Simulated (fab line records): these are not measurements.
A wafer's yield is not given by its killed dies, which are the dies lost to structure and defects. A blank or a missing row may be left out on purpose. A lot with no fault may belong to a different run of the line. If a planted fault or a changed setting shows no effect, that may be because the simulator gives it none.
Matching of chambers / flow n5 finfet / rie diel-01 running N5_BEOL_M2_VIA_ETCH_34: 4 sister chambers
The step etches the open film in C4F6/O2, target depth 69.4 nm, time 65.9 s. 4 wafers are shown with their chamber, then 9 later ones without.

WAFERS, EACH WITH ITS CHAMBER
wafer=L085.5; chamber=0; showerhead plenum p Torr (Torr)=2.94
wafer=L089.1; chamber=3; showerhead plenum p Torr (Torr)=2.93
wafer=L089.2; chamber=1; showerhead plenum p Torr (Torr)=2.82
wafer=L089.6; chamber=2; showerhead plenum p Torr (Torr)=2.75

WAFERS MISSING THEIR CHAMBER
wafer=L092.1; showerhead plenum p Torr (Torr)=2.92
wafer=L092.3; showerhead plenum p Torr (Torr)=2.75
wafer=L092.4; showerhead plenum p Torr (Torr)=2.81
wafer=L094.2; showerhead plenum p Torr (Torr)=2.93
wafer=L094.4; showerhead plenum p Torr (Torr)=2.81
wafer=L094.6; showerhead plenum p Torr (Torr)=2.81
wafer=L096.1; showerhead plenum p Torr (Torr)=2.74
wafer=L096.5; showerhead plenum p Torr (Torr)=2.92
wafer=L096.6; showerhead plenum p Torr (Torr)=2.92

EACH ONE'S CHAMBER
wafer=L092.1; from the rows above=can't be placed: 3 or 0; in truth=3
wafer=L092.3; from the rows above=2; in truth=2
wafer=L092.4; from the rows above=1; in truth=1
wafer=L094.2; from the rows above=can't be placed: 3 or 0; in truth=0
wafer=L094.4; from the rows above=1; in truth=1
wafer=L094.6; from the rows above=1; in truth=1
wafer=L096.1; from the rows above=2; in truth=2
wafer=L096.5; from the rows above=can't be placed: 3 or 0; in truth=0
wafer=L096.6; from the rows above=can't be placed: 3 or 0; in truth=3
Correctly placed: 5 of 9. Can't be placed from these rows: 4 (the true chamber is among the candidates in 4). Wrongly placed: 0.
How it was worked out, from the rows above alone: a wafer's distance from a chamber is the root of the sum, over the readings, of the square of ((its reading less the chamber's mean) divided by the reading's scatter). The wafer belongs to the nearest chamber; if the next one is less than 2 further off, it can't be placed. For every chamber, the mean is computed from those of its wafers that are shown. The scatter (one wafer shown for each chamber): square how far every hidden wafer sits from the nearest shown wafer, average those squares and take the square root.
